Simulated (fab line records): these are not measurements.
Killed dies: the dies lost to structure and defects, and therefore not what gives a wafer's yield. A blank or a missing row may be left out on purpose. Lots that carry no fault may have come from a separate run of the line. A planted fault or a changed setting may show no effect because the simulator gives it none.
Which tool did it? -- flow n5-finfet -- 12 lots, 28 wafers sampled, at 5 steps of a route of 1938

== WHAT EACH GAUGE READ, for each wafer ==
No reading from a measuring or inspecting step in the record can be judged against a usual standard deviation.

== TOOL THAT RAN EACH LOT (tool first, then ch and the chambers of the sampled wafers, then the start) ==
lot,N5_BEOL_M14_TRENCH_ETCH_34,N5_BEOL_M14_ETCH_38,N5_BEOL_M14_SPUTTER_43,N5_BEOL_M14_SPUTTER_44,N5_BEOL_M14_CMP_49
L207,"rie-diel-04 ch 0,2, day 11 23:33","rie-diel-02 ch 0,1, day 12 03:09 or earlier","pvd-sputter-02, day 12 03:09","pvd-sputter-02, day 12 03:14","cmp-01 ch 2,3, day 12 03:55"
L208,"rie-diel-02 ch 1,3, day 12 02:06","rie-diel-04 ch 1,3, day 12 03:45 or earlier","pvd-sputter-02, day 12 03:45","pvd-sputter-02, day 12 03:50","cmp-03 ch 1,3, day 12 04:37"
L211,"rie-diel-02 ch 0,2, day 13 23:01","rie-diel-04 ch 1,3, day 14 00:10 or earlier","pvd-sputter-02, day 14 00:10","pvd-sputter-02, day 14 00:14","cmp-03 ch 1,2, day 14 00:58"
L209,"rie-diel-03 ch 1,2, day 14 07:16","rie-diel-04 ch 1,2,3, day 14 10:52 or earlier","pvd-sputter-01, day 14 10:52","pvd-sputter-01, day 14 10:57","cmp-01 ch 2,3, day 14 11:40"
L213,"rie-diel-04 ch 0,1,3, day 14 15:01","rie-diel-02 ch 0,1,3, day 14 19:12 or earlier","pvd-sputter-02, day 14 19:12","pvd-sputter-02, day 14 19:17","cmp-03 ch 1,2,3, day 14 20:03"
L212,"rie-diel-04 ch 1,2, day 15 04:20","rie-diel-02 ch 1,2, day 15 05:40 or earlier","pvd-sputter-03, day 15 05:40","pvd-sputter-03, day 15 05:44","cmp-03 ch 0,3, day 15 06:26"
L215,"rie-diel-02 ch 1,2, day 15 10:46","rie-diel-04 ch 0, day 15 12:25 or earlier","pvd-sputter-01, day 15 12:25","pvd-sputter-01, day 15 12:29","cmp-02 ch 2,3, day 15 13:34"
L219,"rie-diel-02 ch 1,2, day 15 20:21","rie-diel-02 ch 0,2, day 15 21:45 or earlier","pvd-sputter-01, day 15 21:45","pvd-sputter-01, day 15 21:50","cmp-01 ch 1,2, day 15 22:42"
L218,"rie-diel-04 ch 2,3, day 16 01:38","rie-diel-03 ch 2,3, day 16 03:35 or earlier","pvd-sputter-03, day 16 03:35","pvd-sputter-03, day 16 03:40","cmp-03 ch 0,3, day 16 05:06"
L221,"rie-diel-03 ch 0,1, day 16 05:40","rie-diel-02 ch 0,1, day 16 08:38 or earlier","pvd-sputter-03, day 16 08:38","pvd-sputter-03, day 16 08:43","cmp-03 ch 0,2, day 16 09:26"
L223,"rie-diel-04 ch 0,3, day 17 13:11","rie-diel-04 ch 0,2, day 17 19:26 or earlier","pvd-sputter-01, day 17 19:26","pvd-sputter-01, day 17 19:31","cmp-01 ch 0,1,2, day 17 20:23"
L230,"rie-diel-04 ch 0,3, day 18 21:57","rie-diel-02 ch 2,3, day 19 00:56 or earlier","pvd-sputter-03, day 19 00:56","pvd-sputter-03, day 19 01:01","cmp-01 ch 0,3, day 19 01:44"
- N5_BEOL_M14_TRENCH_ETCH_34: etches SiO2 in C4F8/O2/Ar, target depth 556.65 nm, time 126.9 s.
- N5_BEOL_M14_ETCH_38: etches SiCN in CF4/N2, target depth 106.5 nm, time 120.6 s.
- N5_BEOL_M14_SPUTTER_43: material TaN, target thk 15 nm, time 24.19 s.
- N5_BEOL_M14_SPUTTER_44: material Ta, target thk 15 nm, time 24.19 s.
- N5_BEOL_M14_CMP_49: polishes, stops on SiO2, t overpolish 5.2 s, target thk 560 nm.

== WHAT THE TOOLS THEMSELVES READ (means of the sampled wafers that have a number; where no wafer has one, the mark that the record gives instead) ==
N5_BEOL_M14_TRENCH_ETCH_34. Usual: drypump-motor-current-A 5.7 A, standard deviation 0.44; he-inner-torr 14.996 Torr, standard deviation 0.03; oes_o_777_au 0.82 a.u., standard deviation 0.073; oes-product-au 0.82 a.u., standard deviation 0.078; rf-vpp-V 2228 V, standard deviation 52; showerhead-plenum-p-Torr 3.46 Torr, standard deviation 0.099; throttle-valve-pct 30.85 %, standard deviation 0.27.
lot,tool,drypump-motor-current-A (A),he-inner-torr (Torr),oes_o_777_au (a.u.),oes-product-au (a.u.),rf-vpp-V (V),showerhead-plenum-p-Torr (Torr),throttle-valve-pct (%),flag
L207,rie-diel-04,5.9,15.017,0.77,0.75,2180,3.56,30.72,
L208,rie-diel-02,5.6,15.005,0.92,0.90,2212,3.38,30.87,
L211,rie-diel-02,5.8,15.021,0.79,0.74,2184,3.50,30.96,
L209,rie-diel-03,5.5,14.964,0.76,0.76,2216,3.30,31.04,
L213,rie-diel-04,5.8,15.004,0.85,0.85,2229,3.46,30.78,
L212,rie-diel-04,6.0,15.015,0.76,0.78,2216,3.52,31.07,
L215,rie-diel-02,5.3,15.005,0.81,0.80,2211,3.45,30.92,
L219,rie-diel-02,5.4,14.996,0.80,0.80,2212,3.45,30.93,
L218,rie-diel-04,6.1,14.968,0.82,0.82,2256,3.54,30.80,
L221,rie-diel-03,5.4,14.995,0.83,0.83,2224,3.40,30.71,
L223,rie-diel-04,5.9,15.018,0.89,0.89,2207,3.47,30.55,
L230,rie-diel-04,5.9,14.993,0.85,0.84,2231,3.46,30.62,

N5_BEOL_M14_ETCH_38. Usual: drypump-motor-current-A 5.7 A, standard deviation 0.46; oes-product-au 0.81 a.u., standard deviation 0.076; rf-vpp-V 382.9 V, standard deviation 1.9; showerhead-plenum-p-Torr 2.22 Torr, standard deviation 0.067; throttle-valve-pct 15.41 %, standard deviation 0.23.
lot,tool,drypump-motor-current-A (A),oes-product-au (a.u.),rf-vpp-V (V),showerhead-plenum-p-Torr (Torr),throttle-valve-pct (%),flag
L207,rie-diel-02,6.0,0.85,382.4,2.21,15.61,
L208,rie-diel-04,5.8,0.80,382.2,2.21,15.52,
L211,rie-diel-04,5.8,0.78,382.4,2.21,15.54,
L209,rie-diel-04,6.0,0.80,383.9,2.24,15.46,
L213,rie-diel-02,5.8,0.84,381.0,2.17,15.45,
L212,rie-diel-02,5.3,0.80,383.5,2.21,15.37,
L215,rie-diel-04,5.8,0.98,383.9,2.26,15.02,
L219,rie-diel-02,5.8,0.73,383.2,2.23,15.55,
L218,rie-diel-03,5.1,0.75,381.9,2.21,15.57,
L221,rie-diel-02,5.9,0.81,381.2,2.18,15.62,
L223,rie-diel-04,6.1,0.85,385.7,2.30,15.24,
L230,rie-diel-02,5.5,0.75,382.7,2.19,15.29,

N5_BEOL_M14_SPUTTER_43. Usual: throttle-valve-pct 30.1 %, standard deviation 1.3.
lot,tool,throttle-valve-pct (%),flag
L207,pvd-sputter-02,30.5,
L208,pvd-sputter-02,29.5,
L211,pvd-sputter-02,30.1,
L209,pvd-sputter-01,29.8,
L213,pvd-sputter-02,30.2,
L212,pvd-sputter-03,28.4,
L215,pvd-sputter-01,29.8,
L219,pvd-sputter-01,30.7,
L218,pvd-sputter-03,28.8,
L221,pvd-sputter-03,28.7,
L223,pvd-sputter-01,30.1,
L230,pvd-sputter-03,29.6,

N5_BEOL_M14_SPUTTER_44. Usual: throttle-valve-pct 30.2 %, standard deviation 1.3.
lot,tool,throttle-valve-pct (%),flag
L207,pvd-sputter-02,30.5,
L208,pvd-sputter-02,29.5,
L211,pvd-sputter-02,30.2,
L209,pvd-sputter-01,29.8,
L213,pvd-sputter-02,30.1,
L212,pvd-sputter-03,28.4,
L215,pvd-sputter-01,30.0,
L219,pvd-sputter-01,30.6,
L218,pvd-sputter-03,28.8,
L221,pvd-sputter-03,28.6,
L223,pvd-sputter-01,30.1,
L230,pvd-sputter-03,29.4,

N5_BEOL_M14_CMP_49. Usual: barrier-field-endpoint-s 11.4 s, standard deviation 0.31; motor-current-A 8.3 A, standard deviation 0.89.
lot,tool,barrier-field-endpoint-s (s),motor-current-A (A),flag
L207,cmp-01,11.3,8.8,
L208,cmp-03,11.4,8.0,
L211,cmp-03,11.4,7.8,
L209,cmp-01,11.3,8.5,
L213,cmp-03,11.4,7.8,
L212,cmp-03,10.9,8.3,
L215,cmp-02,11.8,7.9,
L219,cmp-01,11.4,9.2,
L218,cmp-03,10.9,8.3,
L221,cmp-03,11.1,7.8,
L223,cmp-01,10.9,8.9,
L230,cmp-01,11.5,7.9,

== THE ANSWER, worked out from the rows above alone ==
Rule: lot off if the mean of its wafers having a number is beyond 3 standard deviations from the usual mean. A lot without any number at a reading at which 4 lots or more have one is off too. All remaining lots with rows at the step are treated as sound. First the gauges in route order, then the tools' own readings, where a lot's mean is used as printed above. At the first step where some lot is off, the reading lying furthest off is the one used; lots without a number count as furthest.
No lot is off on any of the readings shown, so nothing can be concluded from this.

== WHAT WAS PUT IN BY THE SIMULATOR ==
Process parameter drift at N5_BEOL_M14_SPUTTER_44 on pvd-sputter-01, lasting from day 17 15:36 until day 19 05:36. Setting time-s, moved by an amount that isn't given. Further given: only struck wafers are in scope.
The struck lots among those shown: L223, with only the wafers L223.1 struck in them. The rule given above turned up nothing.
